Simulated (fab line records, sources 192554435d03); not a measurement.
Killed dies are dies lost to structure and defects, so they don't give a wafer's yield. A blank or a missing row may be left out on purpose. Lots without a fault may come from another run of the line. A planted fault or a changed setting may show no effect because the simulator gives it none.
fab line records | flow n5_finfet
record lots=23 wafers=69 last_day=17
route steps=1938 shown BEOL_M5@1169 BEOL_M6@1195
lots that met no fault: from a run of the same line without faults
start_h: hours from the record's first day to the start of the lot's first wafer shown | wait_h: hours since the lot's step before | " the same as in the row above | L1.1+2: a row that stands for several wafers | - no value, or no start given | * or withheld: withheld | < > ~ a bound
route shown NAME@n: a module of which the file shows steps, and the number in the route of the first | usual: mean/standard deviation of fault-free wafers | same: alike in all rows | chamber/n: place in a boat | sites: the reading at each site | _std_site: their standard deviation | _edge_site: outer sites' mean less inner sites' | radius_mm: how far each site lies from the wafer's centre | mask NAME#n: copy n | behind: the tool/chamber that last shaped the wafer | hold: why the lot was held/for how many hours/how that ended | device: the transistor (n, p or np) that didn't switch | end of line: the same wafers' tests at the end of the route | a step without rows: its recipe alone | killed: dies lost to structure and defects at the first sort, not the wafer's yield | map: a wafer's dies, x killed, . not, _ none there
set.NAME: the setting as run; set.NAME@STEP: as run at that earlier step | model.NAME: the simulator's own value behind a step, which no gauge read
steps of the route over a sample of lots; a table a step, a row a wafer
services: from which hour (start_h, from the record's first day; less than 0 if before it) a tool's chamber was out of use, for how many hours, and why
## steps
# step N5_BEOL_M5_CURE_80
# recipe temp_c=370 time_s=120 ambient=DMADMS/He material=SiCOH_lowk
# usual lamp_power_pct=52.32/0.055 wafer_temp_C_max=371.8/0.52
# columns lot.wafer tool chamber start_h wait_h lamp_power_pct wafer_temp_C_max
L074.2 uv_cure-01 1 170.17 0.2 52.37 371.1
L074.3 " 1 " " 52.25 371.3
L074.4 " 1 " " 52.33 371.1
L076.3 uv_cure-01 2 174.59 0.1 52.34 372.1
L076.4 " 2 " " 52.42 372.5
L076.6 " 2 " " 52.35 372.5
L075.1 uv_cure-02 2 178.66 0.3 52.42 371.7
L075.5 " 2 " " 52.31 371.0
L075.6 " 2 " " 52.27 371.6
L078.1 uv_cure-02 0 198.45 0.3 52.35 372.2
L078.5 " 0 " " 52.34 371.7
L078.6 " 0 " " 52.27 372.4
L077.3 uv_cure-01 0 200.07 0.1 52.16 371.9
L077.4 " 0 " " 52.32 371.9
L077.6 " 0 " " 52.30 371.5
L079.2 uv_cure-03 0 201.45 0.3 52.31 371.7
L079.4 " 0 " " 52.27 372.5
L079.6 " 0 " " 52.29 371.9
L080.4 uv_cure-01 2 216.79 0.3 52.37 372.9
L080.5 " 2 " " 52.22 372.0
L080.6 " 2 " " 52.29 372.3
L081.1 uv_cure-02 1 218.80 0.4 52.24 372.0
L081.2 " 1 " " 52.32 371.7
L081.5 " 1 " " 52.30 371.8
L083.1 uv_cure-03 0 224.02 0.1 52.35 372.5
L083.3 " 0 " " 52.39 372.1
L083.5 " 0 " " 52.21 372.9
L082.1 uv_cure-01 1 226.15 0.0 52.36 370.7
L082.3 " 1 " " 52.39 370.9
L082.5 " 1 " " 52.41 371.0
L085.1 uv_cure-02 1 235.68 0.0 52.32 371.4
L085.4 " 1 " " 52.27 372.1
L085.5 " 1 " " 52.36 372.3
L084.3 uv_cure-03 0 236.21 0.1 52.28 372.0
L084.4 " 0 " " 52.38 372.0
L084.5 " 0 " " 52.34 372.0
L086.2 uv_cure-01 1 252.33 0.1 52.23 371.3
L086.5 " 1 " " 52.33 371.2
L086.6 " 1 " " 52.33 371.3
L087.1 uv_cure-03 0 262.57 0.0 52.33 372.1
L087.4 " 0 " " 52.38 372.8
L087.5 " 0 " " 52.30 371.9
L090.3 uv_cure-02 1 268.43 0.1 52.33 370.7
L090.5 " 1 " " 52.35 371.6
L090.6 " 1 " " 52.28 371.7
L089.2 uv_cure-02 2 269.54 0.1 52.38 371.4
L089.4 " 2 " " 52.35 371.2
L089.6 " 2 " " 52.39 371.0
L092.3 uv_cure-01 1 269.92 0.2 52.40 371.1
L092.4 " 1 " " 52.31 371.2
L092.5 " 1 " " 52.26 371.0
L091.1 uv_cure-01 1 275.88 0.4 52.31 371.2
L091.2 " 1 " " 52.36 371.4
L091.6 " 1 " " 52.33 371.3
L093.2 uv_cure-02 0 290.60 0.1 52.39 372.0
L093.4 " 0 " " 52.32 372.2
L093.5 " 0 " " 52.36 372.9
L095.1 uv_cure-01 2 294.99 0.0 52.26 372.2
L095.4 " 2 " " 52.27 372.3
L095.5 " 2 " " 52.41 371.6
L094.1 uv_cure-03 1 298.85 0.0 52.29 371.6
L094.2 " 1 " " 52.27 372.7
L094.4 " 1 " " 52.23 371.9
L097.1 uv_cure-02 0 311.47 0.1 52.30 372.1
L097.2 " 0 " " 52.36 371.4
L097.6 " 0 " " 52.37 372.3
L096.1 uv_cure-03 2 312.85 0.0 52.26 371.4
L096.2 " 2 " " 52.34 371.2
L096.3 " 2 " " 52.33 371.4
# step N5_BEOL_M6_CURE_74
# recipe temp_c=385 time_s=240 ambient=He/Ar material=SiCOH_lowk
# usual lamp_power_pct=52.31/0.051 wafer_temp_C_max=386.8/0.54
# columns lot.wafer tool chamber start_h wait_h lamp_power_pct wafer_temp_C_max
L074.2 uv_cure-01 2 177.38 0.1 52.47 387.6
L074.3 " 2 " " 52.37 387.1
L074.4 " 2 " " 52.30 388.3
L076.3 uv_cure-03 2 181.29 0.2 52.28 386.6
L076.4 " 2 " " 52.32 387.1
L076.6 " 2 " " 52.30 386.8
L075.1 uv_cure-03 2 186.16 0.1 52.33 386.4
L075.5 " 2 " " 52.28 386.3
L075.6 " 2 " " 52.23 386.7
L078.1 uv_cure-02 2 205.37 0.0 52.29 386.6
L078.5 " 2 " " 52.36 387.1
L078.6 " 2 " " 52.34 386.5
L077.3 uv_cure-03 1 208.29 0.4 52.32 386.7
L077.4 " 1 " " 52.23 386.7
L077.6 " 1 " " 52.27 387.6
L079.2 uv_cure-01 1 209.24 0.1 52.21 386.3
L079.4 " 1 " " 52.40 386.5
L079.6 " 1 " " 52.32 386.3
L080.4 uv_cure-01 2 224.81 0.5 52.33 387.1
L080.5 " 2 " " 52.22 387.1
L080.6 " 2 " " 52.33 387.2
L081.1 uv_cure-03 2 226.74 0.5 52.33 387.2
L081.2 " 2 " " 52.29 386.7
L081.5 " 2 " " 52.29 386.9
L083.1 uv_cure-03 0 231.24 0.1 52.37 387.5
L083.3 " 0 " " 52.29 387.4
L083.5 " 0 " " 52.23 387.1
L082.1 uv_cure-03 2 233.09 0.0 52.30 386.3
L082.3 " 2 " " 52.34 386.1
L082.5 " 2 " " 52.25 386.3
L085.1 uv_cure-02 1 242.63 0.0 52.26 386.8
L085.4 " 1 " " 52.26 387.5
L085.5 " 1 " " 52.27 386.7
L084.3 uv_cure-03 0 243.05 0.2 52.30 387.4
L084.4 " 0 " " 52.26 387.5
L084.5 " 0 " " 52.34 386.5
L086.2 uv_cure-03 1 259.28 0.1 52.33 387.0
L086.5 " 1 " " 52.37 386.9
L086.6 " 1 " " 52.37 387.0
L087.1 uv_cure-03 1 269.31 0.0 52.30 386.2
L087.4 " 1 " " 52.34 386.9
L087.5 " 1 " " 52.31 386.5
L090.3 uv_cure-01 0 275.26 0.2 52.27 386.1
L090.5 " 0 " " 52.30 386.2
L090.6 " 0 " " 52.27 386.2
L089.2 uv_cure-03 0 276.49 0.1 52.27 387.9
L089.4 " 0 " " 52.31 387.8
L089.6 " 0 " " 52.24 387.4
L092.3 uv_cure-02 0 276.99 0.2 52.30 386.7
L092.4 " 0 " " 52.36 386.7
L092.5 " 0 " " 52.34 386.8
L091.1 uv_cure-03 1 286.09 0.0 52.41 386.6
L091.2 " 1 " " 52.35 386.4
L091.6 " 1 " " 52.40 386.2
L093.2 uv_cure-01 0 298.84 0.2 52.35 386.2
L093.4 " 0 " " 52.34 386.3
L093.5 " 0 " " 52.35 386.0
L095.1 uv_cure-03 0 301.86 0.0 52.33 387.1
L095.4 " 0 " " 52.23 387.2
L095.5 " 0 " " 52.22 387.0
L094.1 uv_cure-02 2 305.77 0.1 52.25 386.1
L094.2 " 2 " " 52.37 385.8
L094.4 " 2 " " 52.31 386.2
L097.1 uv_cure-03 1 319.24 0.1 52.24 387.8
L097.2 " 1 " " 52.33 387.2
L097.6 " 1 " " 52.24 387.5
L096.1 uv_cure-02 2 320.15 0.0 52.31 387.2
L096.2 " 2 " " 52.25 386.3
L096.3 " 2 " " 52.34 386.1
# step N5_BEOL_M6_ETCH_61
# recipe chemistry=CF4 target=SiARC target_depth_a=455 mask_material=CAR-ArF time_s=75.8 ion_energy_ev=80 pressure_mtorr=40 source_w=545 bias_w=36 Ar_flow_sccm=100 cf4_flow_sccm=100 ends=cleared
# usual cf4_flow_sccm=100.01/0.3 chamber_pressure_mTorr=40.01/0.038 drypump_motor_current_A=5.7/0.32 etch_rf_on_time_s=75.6/3 oes_product_au=0.68/0.068 rf_fwd_power_W=540.0/1.9 rf_vpp_V=184.3/1.1 showerhead_plenum_p_Torr=2.16/0.061 throttle_valve_pct=15.61/0.24
# columns lot.wafer tool chamber start_h wait_h cf4_flow_sccm chamber_pressure_mTorr drypump_motor_current_A etch_rf_on_time_s oes_product_au rf_fwd_power_W rf_hours_counter_h rf_vpp_V showerhead_plenum_p_Torr throttle_valve_pct
L074.2 rie_diel-01 3 179.54 0.0 99.67 39.98 5.5 77.0 0.71 538.0 64 184.4 2.16 15.63
L074.3 " 0 " " 100.50 39.98 5.1 72.2 0.76 543.1 35 183.5 2.18 15.47
L074.4 " 2 " " 100.31 39.99 5.8 79.0 0.56 541.7 242 183.5 2.04 16.18
L076.3 rie_diel-06 3 183.47 0.0 100.05 40.00 6.1 75.3 0.70 542.3 100 186.3 2.16 15.43
L076.4 " 0 " " 99.71 39.97 5.6 78.1 0.71 540.8 49 183.8 2.09 15.19
L076.6 " 0 " " 100.14 39.97 5.6 77.6 0.70 541.6 - 183.6 2.09 15.19
L075.1 rie_diel-01 0 188.07 0.0 100.18 40.00 5.1 71.9 0.76 539.7 37 184.2 2.18 15.47
L075.5 " 2 " " 99.76 39.98 5.8 79.8 0.57 539.7 - 182.8 2.04 16.17
L075.6 " 3 " " 100.36 40.00 5.5 77.6 0.71 537.6 - 184.2 2.15 15.64
L078.1 rie_diel-06 3 207.35 0.0 99.75 39.97 6.0 74.6 0.69 538.6 111 182.9 2.15 15.44
L078.5 " 3 " " 100.01 40.02 6.0 74.2 0.71 538.8 - 185.0 2.15 15.46
L078.6 " 2 " " 99.85 39.97 5.7 70.1 0.72 538.2 - 185.1 2.17 15.84
L077.3 rie_diel-04 3 210.88 0.0 100.17 40.05 6.1 78.0 0.66 539.8 90 182.2 2.07 15.41
L077.4 " 3 " " 100.40 39.98 6.2 78.2 0.66 542.5 - 184.7 2.07 15.39
L077.6 " 2 " " 99.90 39.98 5.5 72.9 0.61 537.4 - 185.3 2.21 15.47
L079.2 rie_diel-04 0 211.13 0.0 100.52 39.94 6.2 72.8 0.74 536.5 54 183.5 2.17 15.30
L079.4 " 2 " " 100.45 39.97 5.5 72.1 0.62 540.9 - 184.1 2.21 15.46
L079.6 " 3 " " 99.57 40.06 6.2 77.2 0.66 540.1 - 183.8 2.07 15.40
L080.4 rie_diel-01 1 227.00 0.0 100.12 40.07 5.6 75.6 0.61 540.2 213 185.4 2.20 16.00
L080.5 " 3 " " 100.21 40.00 5.5 77.4 0.70 536.8 - 185.4 2.15 15.68
L080.6 " 2 " " 99.79 39.99 5.8 77.3 0.81 539.7 - 185.3 2.29 15.70
L081.1 rie_diel-01 1 230.91 0.0 100.06 40.00 5.6 77.1 0.61 540.8 215 185.1 2.20 15.99
L081.2 " 0 " " 100.20 40.02 5.1 72.2 0.74 541.2 52 185.2 2.18 15.50
L081.5 " 1 " " 100.20 40.00 5.6 76.9 0.61 542.4 - 184.6 2.20 15.99
L083.1 rie_diel-04 1 232.96 0.0 100.06 39.99 5.4 78.0 0.58 539.4 229 183.5 2.12 15.65
L083.3 " 3 " " 100.21 40.01 6.2 76.7 0.66 538.9 98 183.2 2.07 15.41
L083.5 " 1 " " 100.11 39.99 5.4 79.0 0.58 538.6 - 181.8 2.12 15.66
L082.1 rie_diel-01 3 235.58 0.0 100.15 39.99 5.5 78.9 0.67 540.3 87 185.5 2.15 15.66
L082.3 " 0 " " 99.68 40.03 5.1 72.5 0.73 539.4 54 183.2 2.18 15.50
L082.5 " 0 " " 100.02 40.02 5.1 72.0 0.73 540.4 - 186.2 2.18 15.50
L084.3 rie_diel-06 3 245.62 0.0 100.06 39.98 6.0 74.7 0.69 541.3 125 183.4 2.15 15.48
L084.4 " 0 " " 100.12 40.00 5.6 79.0 0.67 539.0 75 184.2 2.08 15.24
L084.5 " 1 " " 100.25 39.95 5.9 69.9 0.87 539.7 - 186.1 2.20 15.47
L085.1 rie_diel-01 3 245.79 0.0 100.01 40.03 5.5 79.7 0.68 538.3 91 184.6 2.15 15.68
L085.4 " 1 " " 100.19 40.01 5.5 77.5 0.60 539.5 220 184.5 2.20 16.00
L085.5 " 0 " " 99.54 40.02 5.1 72.1 0.73 541.8 - 184.7 2.18 15.51
L086.2 rie_diel-06 2 260.38 0.0 100.00 40.03 5.7 71.6 0.70 537.8 116 184.1 2.17 15.85
L086.5 " 2 " " 99.91 39.98 5.7 71.6 0.70 536.7 - 184.2 2.17 15.89
L086.6 " 3 " " 99.65 39.99 6.0 75.5 0.68 542.0 - 185.4 2.15 15.50
L087.1 rie_diel-04 0 271.06 0.0 100.23 40.01 6.2 73.3 0.71 536.5 74 184.1 2.16 15.32
L087.4 " 2 " " 99.96 40.08 5.5 71.6 0.61 537.0 227 184.2 2.20 15.49
L087.5 " 0 " " 99.95 40.02 6.2 72.9 0.71 538.9 - 183.7 2.16 15.33
L090.3 rie_diel-01 3 276.82 0.0 100.38 40.02 5.5 77.5 0.68 538.6 102 183.2 2.14 15.68
L090.5 " 1 " " 100.05 40.05 5.6 77.2 0.59 541.4 - 184.5 2.20 16.02
L090.6 " 2 " " 99.86 40.01 5.8 78.2 0.76 539.2 - 185.4 2.29 15.75
L089.2 rie_diel-04 1 278.66 0.0 99.80 39.99 5.4 77.5 0.58 542.2 245 182.7 2.12 15.67
L089.4 " 1 " " 99.99 40.01 5.4 77.3 0.58 539.5 - 183.7 2.12 15.67
L089.6 " 2 " " 99.86 39.98 5.5 72.0 0.60 541.7 - 186.0 2.20 15.51
L092.3 rie_diel-04 2 278.92 0.0 100.42 40.00 5.5 72.9 0.60 540.8 229 185.4 2.20 15.53
L092.4 " 3 " " 99.45 40.08 6.1 77.7 0.64 540.9 - 181.4 2.06 15.44
L092.5 " 1 " " 99.12 40.03 5.4 79.8 0.57 541.5 - 183.2 2.12 15.67
L091.1 rie_diel-06 3 287.67 0.0 99.77 40.05 6.0 75.1 0.67 541.4 139 182.5 2.14 15.49
L091.2 " 2 " " 99.66 39.96 5.7 71.8 0.68 538.5 126 184.3 2.16 15.89
L091.6 " 0 " " 100.07 40.03 5.6 80.3 0.65 544.3 - 181.1 2.08 15.26
L093.2 rie_diel-06 3 301.21 0.0 100.77 40.07 6.0 75.8 0.66 539.8 144 182.5 2.14 15.52
L093.4 " 1 " " 100.22 40.04 6.0 70.8 0.80 540.4 24 183.1 2.20 15.51
L093.5 " 2 " " 100.32 39.98 5.7 72.4 0.68 543.3 - 185.4 2.16 15.91
L095.1 rie_diel-01 2 303.56 0.0 100.32 40.03 5.8 80.0 0.75 541.3 33 187.0 2.28 15.76
L095.4 " 3 " " 100.27 39.98 5.5 78.5 0.67 538.6 112 184.1 2.14 15.73
L095.5 " 0 " " 100.10 40.00 5.1 74.4 0.70 539.3 - 185.9 2.17 15.56
L094.1 rie_diel-04 3 307.39 0.0 100.02 40.02 6.2 77.5 0.64 538.3 126 183.4 2.06 15.48
L094.2 " 2 " " 99.57 40.00 5.5 72.8 0.59 542.1 238 183.9 2.20 15.54
L094.4 " 2 " " 99.38 40.01 5.5 72.8 0.59 540.7 - 185.4 2.20 15.53
L097.1 rie_diel-01 3 320.85 0.0 99.94 40.01 5.5 77.4 0.67 541.4 119 185.6 2.14 15.74
L097.2 " 0 " " 100.07 40.01 5.1 73.3 0.70 541.7 86 184.7 2.17 15.58
L097.6 " 3 " " 100.29 40.03 5.5 76.9 0.66 539.7 - 183.2 2.14 15.74
L096.1 rie_diel-01 0 321.89 0.0 100.20 39.96 5.1 71.9 0.70 544.2 86 185.6 2.17 15.56
L096.2 " 1 " " 99.80 39.93 5.6 76.0 0.59 539.3 249 185.0 2.19 16.04
L096.3 " 3 " " 99.90 39.93 5.5 76.4 0.66 537.8 119 185.4 2.14 15.75
# step N5_BEOL_M6_STRIP_67
# recipe chemistry=CF4 resist=SiARC power_w=300 bias_power_w=75 pressure_mtorr=50 cf4_flow_sccm=150 rf_frequency_hz=6e+07
# usual cf4_flow_sccm=150.0/0.42 chamber_pressure_mTorr=50.00/0.055 drypump_motor_current_A=5.7/0.32 oes_product_au=0.79/0.074 rf_vpp_V=271.3/1.4 showerhead_plenum_p_Torr=1.81/0.054 throttle_valve_pct=13.58/0.25
# columns lot.wafer tool chamber start_h wait_h cf4_flow_sccm chamber_pressure_mTorr drypump_motor_current_A oes_product_au rf_hours_counter_h rf_vpp_V showerhead_plenum_p_Torr throttle_valve_pct
L074.2 rie_diel-01 3 179.74 0.0 149.9 50.01 5.5 0.84 64 272.4 1.82 13.63
L074.3 " 0 " " 150.6 50.07 5.1 0.87 35 271.5 1.84 13.49
L074.4 " 2 " " 149.3 50.02 5.8 0.69 243 269.2 1.70 14.10
L076.3 rie_diel-06 3 183.67 0.0 149.8 50.06 6.0 0.83 100 271.5 1.80 13.40
L076.4 " 0 " " 150.0 50.04 5.5 0.85 49 270.8 1.75 13.16
L076.6 " 0 " " 150.6 50.05 5.6 0.84 - 270.6 1.75 13.16
L075.1 rie_diel-01 0 188.28 0.0 149.8 50.04 5.1 0.86 37 271.4 1.84 13.47
L075.5 " 2 " " 149.8 49.92 5.9 0.68 - 268.5 1.70 14.09
L075.6 " 3 " " 149.8 50.12 5.5 0.83 - 273.4 1.81 13.63
L078.1 rie_diel-06 3 207.56 0.0 150.1 49.93 6.0 0.82 111 270.0 1.80 13.42
L078.5 " 3 " " 150.3 50.00 6.0 0.80 - 270.1 1.80 13.44
L078.6 " 2 " " 150.0 49.99 5.6 0.81 - 271.6 1.82 13.75
L077.3 rie_diel-04 3 211.08 0.0 150.5 49.97 6.2 0.79 90 270.6 1.71 13.29
L077.4 " 3 " " 149.9 50.07 6.1 0.78 - 271.9 1.71 13.28
L077.6 " 2 " " 150.2 49.92 5.4 0.70 - 271.5 1.85 13.48
L079.2 rie_diel-04 0 211.33 0.0 149.2 50.02 6.2 0.85 54 271.4 1.82 13.26
L079.4 " 2 " " 149.9 50.03 5.5 0.70 - 271.8 1.85 13.49
L079.6 " 3 " " 150.0 50.08 6.1 0.79 - 270.1 1.71 13.29
L080.4 rie_diel-01 1 227.21 0.0 150.0 49.94 5.6 0.72 213 271.5 1.86 14.02
L080.5 " 3 " " 150.0 50.03 5.5 0.83 - 270.8 1.81 13.66
L080.6 " 2 " " 149.9 49.89 5.8 0.96 - 273.7 1.90 13.55
L081.1 rie_diel-01 1 231.11 0.0 150.5 49.96 5.6 0.72 215 273.0 1.86 14.02
L081.2 " 0 " " 150.1 50.02 5.1 0.85 52 271.3 1.84 13.53
L081.5 " 1 " " 149.7 49.93 5.6 0.72 - 271.3 1.86 14.03
L083.1 rie_diel-04 1 233.16 0.0 150.3 49.97 5.4 0.70 229 272.1 1.78 13.65
L083.3 " 3 " " 150.6 50.07 6.1 0.77 98 269.5 1.71 13.28
L083.5 " 1 " " 150.0 50.04 5.4 0.69 - 272.1 1.78 13.67
L082.1 rie_diel-01 3 235.78 0.0 150.0 49.99 5.5 0.81 87 272.6 1.81 13.69
L082.3 " 0 " " 149.9 49.98 5.1 0.84 54 272.4 1.84 13.50
L082.5 " 0 " " 150.1 49.97 5.1 0.83 - 270.1 1.84 13.52
L084.3 rie_diel-06 3 245.82 0.0 149.2 50.08 6.1 0.79 125 272.8 1.80 13.46
L084.4 " 0 " " 151.1 49.86 5.6 0.81 75 268.8 1.75 13.22
L084.5 " 1 " " 149.9 49.99 5.9 0.96 - 270.2 1.84 13.37
L085.1 rie_diel-01 3 245.99 0.0 149.4 49.93 5.5 0.81 91 270.0 1.81 13.69
L085.4 " 1 " " 149.4 49.98 5.6 0.71 221 272.5 1.86 14.03
L085.5 " 0 " " 150.4 50.00 5.1 0.83 - 272.0 1.84 13.53
L086.2 rie_diel-06 2 260.58 0.0 149.7 50.00 5.7 0.78 116 270.9 1.81 13.82
L086.5 " 2 " " 149.8 49.97 5.7 0.80 - 271.7 1.81 13.83
L086.6 " 3 " " 150.2 49.97 6.1 0.79 - 272.0 1.80 13.47
L087.1 rie_diel-04 0 271.26 0.0 150.4 50.02 6.2 0.81 74 271.1 1.82 13.28
L087.4 " 2 " " 150.2 50.01 5.5 0.69 227 273.1 1.85 13.54
L087.5 " 0 " " 150.9 50.11 6.2 0.82 - 271.3 1.82 13.32
L090.3 rie_diel-01 3 277.02 0.0 149.7 49.99 5.5 0.80 102 272.2 1.80 13.70
L090.5 " 1 " " 150.5 50.13 5.6 0.72 - 271.7 1.85 14.07
L090.6 " 2 " " 150.9 49.96 5.9 0.91 - 275.2 1.90 13.60
L089.2 rie_diel-04 1 278.86 0.0 150.0 50.11 5.4 0.68 245 270.0 1.78 13.71
L089.4 " 1 " " 149.8 50.02 5.4 0.68 - 270.8 1.78 13.67
L089.6 " 2 " " 150.6 49.97 5.5 0.68 - 273.4 1.84 13.52
L092.3 rie_diel-04 2 279.12 0.0 149.6 49.99 5.5 0.68 230 272.2 1.84 13.53
L092.4 " 3 " " 150.1 49.98 6.1 0.77 - 269.9 1.70 13.35
L092.5 " 1 " " 149.2 49.98 5.4 0.68 - 271.3 1.78 13.69
L091.1 rie_diel-06 3 287.87 0.0 150.0 50.09 6.0 0.78 139 269.4 1.79 13.48
L091.2 " 2 " " 150.8 49.91 5.7 0.78 126 272.8 1.81 13.83
L091.6 " 0 " " 149.6 49.88 5.6 0.80 - 269.6 1.74 13.24
L093.2 rie_diel-06 3 301.41 0.0 149.8 49.97 6.1 0.78 144 270.7 1.79 13.47
L093.4 " 1 " " 149.8 50.02 5.9 0.90 24 270.8 1.83 13.42
L093.5 " 2 " " 150.4 49.89 5.6 0.78 - 269.6 1.81 13.83
L095.1 rie_diel-01 2 303.76 0.0 149.9 50.05 5.8 0.89 33 273.6 1.90 13.62
L095.4 " 3 " " 149.8 50.05 5.5 0.80 112 271.7 1.80 13.75
L095.5 " 0 " " 150.0 50.02 5.1 0.81 - 271.1 1.83 13.57
L094.1 rie_diel-04 3 307.59 0.0 150.3 49.98 6.1 0.76 126 268.1 1.70 13.37
L094.2 " 2 " " 150.2 49.88 5.5 0.67 238 272.2 1.84 13.55
L094.4 " 2 " " 149.8 49.94 5.5 0.68 - 271.9 1.84 13.55
L097.1 rie_diel-01 3 321.06 0.0 150.2 49.99 5.5 0.80 119 271.2 1.80 13.75
L097.2 " 0 " " 150.3 50.05 5.1 0.81 86 270.0 1.83 13.58
L097.6 " 3 " " 149.4 49.93 5.6 0.78 - 269.7 1.80 13.75
L096.1 rie_diel-01 0 322.09 0.0 149.5 49.95 5.1 0.79 86 271.0 1.83 13.57
L096.2 " 1 " " 149.8 49.99 5.5 0.70 249 271.0 1.85 14.10
L096.3 " 3 " " 150.2 50.03 5.5 0.79 119 271.1 1.80 13.76
# step N5_BEOL_M6_CD_MEAS_35
# recipe target_cd_nm=40 target_cd_y_nm=28 polarity=opening
# usual cd_nm=39.6/0.87
# columns lot.wafer tool chamber start_h wait_h cd_nm
L074.2 cd_sem-01 - 182.42 0.0 37.9
L074.3 " - " " 39.4
L074.4 " - " " 40.5
L076.3 cd_sem-03 - 185.17 0.0 40.3
L076.4 " - " " 40.6
L076.6 " - " " 40.2
L075.1 cd_sem-02 - 190.30 0.0 39.4
L075.5 " - " " 39.2
L075.6 " - " " 40.0
L078.1 cd_sem-01 - 209.99 0.0 39.5
L078.5 " - " " 39.4
L078.6 " - " " 39.8
L077.3 cd_sem-01 - 214.33 0.0 40.3
L077.4 " - " " 40.3
L077.6 " - " " 40.6
L079.2 cd_sem-02 - 215.01 0.0 39.4
L079.4 " - " " 38.7
L079.6 " - " " 39.9
L080.4 cd_sem-03 - 230.60 0.0 38.2
L080.5 " - " " 39.4
L080.6 " - " " 38.1
L083.1 cd_sem-03 - 234.85 0.0 39.9
L083.3 " - " " 40.8
L083.5 " - " " 39.9
L081.1 cd_sem-03 - 235.00 0.0 38.8
L081.2 " - " " 39.3
L081.5 " - " " 37.6
L082.1 cd_sem-02 - 237.18 0.0 37.8
L082.3 " - " " 39.9
L082.5 " - " " 39.1
L084.3 cd_sem-03 - 248.00 0.0 39.6
L084.4 " - " " 40.3
L084.5 " - " " 40.0
L085.1 cd_sem-01 - 248.18 0.0 39.4
L085.4 " - " " 38.4
L085.5 " - " " 39.3
L086.2 cd_sem-01 - 262.12 0.0 41.6
L086.5 " - " " 41.3
L086.6 " - " " 40.6
L087.1 cd_sem-03 - 275.23 0.0 40.4
L087.4 " - " " 40.0
L087.5 " - " " 39.5
L090.3 cd_sem-01 - 278.96 0.0 38.5
L090.5 " - " " 38.0
L090.6 " - " " 37.3
L092.3 cd_sem-01 - 281.16 0.0 39.4
L092.4 " - " " 40.4
L092.5 " - " " 41.1
L089.2 cd_sem-01 - 281.60 0.0 40.0
L089.4 " - " " 40.2
L089.6 " - " " 38.8
L091.1 cd_sem-03 - 289.74 0.0 40.4
L091.2 " - " " 40.3
L091.6 " - " " 39.9
L093.2 cd_sem-01 - 302.87 0.0 40.6
L093.4 " - " " 39.2
L093.5 " - " " 41.6
L095.1 cd_sem-02 - 305.39 0.0 38.8
L095.4 " - " " 38.8
L095.5 " - " " 40.6
L094.1 cd_sem-01 - 309.20 0.0 39.9
L094.2 " - " " 39.5
L094.4 " - " " 38.8
L097.1 cd_sem-01 - 324.16 0.0 39.0
L097.2 " - " " 40.2
L097.6 " - " " 38.6
L096.1 cd_sem-03 - 324.35 0.0 39.1
L096.2 " - " " 39.2
L096.3 " - " " 38.7
# step N5_BEOL_M6_DEGAS_44
# recipe ambient=vacuum temp_c=250 time_s=60
# usual heater_power_w=323/18
# columns lot.wafer tool chamber start_h wait_h heater_power_w
L074.2 pvd_sputter-02 - 182.89 0.3 321
L074.3 " - " " 337
L074.4 " - " " 319
L076.3 pvd_sputter-01 - 186.75 1.2 321
L076.4 " - " " 278
L076.6 " - " " 329
L075.1 pvd_sputter-03 - 190.73 0.3 334
L075.5 " - " " 349
L075.6 " - " " 330
L078.1 pvd_sputter-01 - 210.46 0.4 320
L078.5 " - " " 324
L078.6 " - " " 319
L077.3 pvd_sputter-02 - 214.93 0.4 325
L077.4 " - " " 314
L077.6 " - " " 328
L079.2 pvd_sputter-02 - 215.38 0.2 312
L079.4 " - " " 322
L079.6 " - " " 316
L080.4 pvd_sputter-02 - 231.71 0.7 325
L080.5 " - " " 310
L080.6 " - " " 336
L083.1 pvd_sputter-02 - 235.45 0.5 326
L083.3 " - " " 319
L083.5 " - " " 332
L081.1 pvd_sputter-02 - 235.53 0.3 308
L081.2 " - " " 331
L081.5 " - " " 317
L082.1 pvd_sputter-01 - 238.72 1.5 330
L082.3 " - " " 339
L082.5 " - " " 318
L084.3 pvd_sputter-03 - 248.66 0.3 324
L084.4 " - " " 349
L084.5 " - " " 334
L085.1 pvd_sputter-02 - 248.69 0.3 328
L085.4 " - " " 315
L085.5 " - " " 308
L086.2 pvd_sputter-02 - 262.95 0.7 326
L086.5 " - " " 343
L086.6 " - " " 310
L087.1 pvd_sputter-01 - 275.94 0.3 331
L087.4 " - " " 285
L087.5 " - " " 333
L090.3 pvd_sputter-01 - 280.60 1.2 311
L090.5 " - " " 279
L090.6 " - " " 347
L092.3 pvd_sputter-02 - 281.72 0.4 339
L092.4 " - " " 327
L092.5 " - " " 344
L089.2 pvd_sputter-01 - 282.06 0.3 275
L089.4 " - " " 331
L089.6 " - " " 269
L091.1 pvd_sputter-02 - 290.10 0.3 332
L091.2 " - " " 320
L091.6 " - " " 311
L093.2 pvd_sputter-02 - 303.42 0.4 318
L093.4 " - " " 316
L093.5 " - " " 315
L095.1 pvd_sputter-02 - 305.82 0.3 318
L095.4 " - " " 314
L095.5 " - " " 324
L094.1 pvd_sputter-03 - 309.76 0.5 343
L094.2 " - " " 327
L094.4 " - " " 334
L097.1 pvd_sputter-01 - 324.54 0.3 322
L097.2 " - " " 336
L097.6 " - " " 277
L096.1 pvd_sputter-02 - 325.11 0.7 323
L096.2 " - " " 340
L096.3 " - " " 303
## services
# columns tool chamber start_h hours kind
uv_cure-01 - 150.21 1.4 repair
pvd_sputter-01 - 150.27 1.8 repair
rie_diel-06 0 155.65 13.1 repair
rie_diel-01 1 173.91 5.0 repair
uv_cure-03 - 177.67 2.8 pm
uv_cure-01 - 177.78 2.8 pm
rie_diel-06 1 187.11 16.2 repair
uv_cure-02 - 199.89 2.8 pm
rie_diel-01 2 201.16 - clean
rie_diel-01 2 201.16 - consumable_replace:focus_ring
rie_diel-01 2 201.16 - consumable_replace:showerhead
rie_diel-01 2 201.16 13.0 scheduled_down
rie_diel-01 2 201.16 13.0 vent_cycle
rie_diel-04 1 204.77 9.1 repair
uv_cure-01 - 232.86 7.5 pm
rie_diel-06 3 242.09 1.5 repair
rie_diel-06 0 242.48 1.3 repair
uv_cure-03 - 256.48 1.0 pm
rie_diel-04 0 276.72 15.8 repair
uv_cure-01 - 277.48 14.6 pm
rie_diel-04 3 290.02 5.1 repair
rie_diel-04 2 293.54 9.1 repair
uv_cure-02 - 302.00 1.9 repair
rie_diel-04 1 302.68 - clean
## key
fault none
